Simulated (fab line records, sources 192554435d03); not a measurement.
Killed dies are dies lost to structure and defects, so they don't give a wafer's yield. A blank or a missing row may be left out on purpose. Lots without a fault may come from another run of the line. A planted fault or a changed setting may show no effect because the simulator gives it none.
A struck lot beside a sound one | flow n5_finfet | 15 steps out of a route of 1938
Sound: wafers L970.2, L970.3, L970.5. Struck: wafers L984.1, L984.3, L984.5. The cause comes at the end.
At each step with rows: each side's tool, then ch and its chambers, then its first start. Under that, the readings that differ: sound wafers | struck wafers | difference of the means | sigmas: that difference in standard deviations of wafers without a fault.
alike: readings whose means differ by less than 2 such deviations, and words and numbers that are the same on both sides. not compared: withheld readings, readings that some wafer has no value for, bounds like >300 that may hide the same value, and numbers for which the record gives no deviation and whose values overlap.
The two part at a step that has a row with sigmas, a row that says differs or no value, or rows on one side only. Numbers that don't overlap but have no deviation are shown without sigmas and don't part them. A reading that every wafer of one side lacks parts them only if that side has two wafers or more.

first, 6 steps without rows for these wafers: N5_BEOL_M1_COAT_05 (resist thk 30 nm); N5_BEOL_M1_EBR_07; N5_BEOL_M1_SOFTBAKE_06 (time 60 s); N5_BEOL_M1_EXPOSE_08 (exposes mask M1); N5_BEOL_M1_PEB_09 (peb time 60 s); N5_BEOL_M1_DEVELOP_10 (develop time 30 s).
N5_BEOL_M1_CD_MEAS_11: target cd 17.05 nm.
  sound on cd_sem-01 ch 0, day 6 09:03; struck on cd_sem-03 ch 0, day 10 01:37
  alike: cd_nm
N5_BEOL_M1_OVL_MEAS_12:
  sound on overlay-02 ch 0, day 6 09:05; struck on overlay-01 ch 0, day 10 01:39
  reading     | sound       | struck         | difference | sigmas
  M1_OVL (nm) | 0.5 1.2 0.1 | -1.0 -1.4 -1.7 | -2.0       | -3
N5_BEOL_M1_INSPECT_13: inspects for defects (brightfield).
  sound on defect_inspect-02, day 6 09:08; struck on defect_inspect-01, day 10 01:43
  alike: raw_defect_count
N5_BEOL_M1_DESCUM_16: chemistry O2, time 7 s.
  sound on rie_diel-02 ch 0,2,3, day 6 09:10; struck on rie_diel-06 ch 1,3, day 10 01:44
  alike: drypump_motor_current_A, oes_product_au, rf_vpp_V, showerhead_plenum_p_Torr, temp_c, throttle_valve_pct
  not compared: rf_hours_counter_h
N5_BEOL_M1_ETCH_74: etches underlayer in N2/H2, target depth 6.5 nm, time 5.2 s.
  sound on rie_diel-02 ch 0,2,3, day 6 09:12; struck on rie_diel-06 ch 1,3, day 10 01:47
  alike: bias_w, drypump_motor_current_A, etch_rf_on_time_s, oes_product_au, rf_vpp_V, showerhead_plenum_p_Torr, throttle_valve_pct
  not compared: rf_hours_counter_h
N5_BEOL_M1_ETCH_63: etches SiARC in CF4, target depth 15.6 nm, time 26 s.
  sound on rie_diel-02 ch 0,2,3, day 6 09:13; struck on rie_diel-06 ch 1,3, day 10 01:47
  alike: bias_w, drypump_motor_current_A, etch_rf_on_time_s, oes_product_au, rf_vpp_V, showerhead_plenum_p_Torr, throttle_valve_pct
  not compared: rf_hours_counter_h
N5_BEOL_M1_ETCH_64: etches SOC in N2/H2, target depth 75 nm, overetch 15 nm, time 112.5 s.
  sound on rie_diel-02 ch 0,2,3, day 6 09:15; struck on rie_diel-06 ch 1,3, day 10 01:49
  reading                                    | sound             | struck            | difference | sigmas
  bias_w (W)                                 | 150.1 150.3 150.6 | 185.5 185.1 185.3 | +35.0      | +74
  rf_vpp_V (V)                               | 520 527 519       | 599 596 600       | +76        | +25
  model.SiARC_of_BEOL_M1_COAT_62.thk_nm (nm) | 6.8 7 7           | 5.4 5.4 5.4       | -1.5       |
  alike: drypump_motor_current_A, oes_product_au, showerhead_plenum_p_Torr, temp_c, throttle_valve_pct
  not compared: rf_hours_counter_h
then, 1 step without rows for these wafers: N5_BEOL_M1_STRIP_65 (strips in N2/H2).
-- the record jumps here: 2 days lie between the struck wafers' starts before and after (it left off in module BEOL_M1 and takes up again in module BEOL_M4, whose first step shown is number 1111 of the route) --
N5_BEOL_M4_RC_MEAS_101:
  sound on prober-01 ch 0, day 8 07:35; struck on prober-02 ch 0, day 12 06:04
  alike: DIBL_N, DIBL_P, IOFF_N, IOFF_P, ION_N, ION_P, SS_N, SS_P, VT_N, VT_P

WHERE THEY PART
First at N5_BEOL_M1_OVL_MEAS_12; last, within this record, at N5_BEOL_M1_ETCH_64. Later steps at which nothing parts them and some readings are alike: N5_BEOL_M4_RC_MEAS_101.

WHY: what the simulator had put in
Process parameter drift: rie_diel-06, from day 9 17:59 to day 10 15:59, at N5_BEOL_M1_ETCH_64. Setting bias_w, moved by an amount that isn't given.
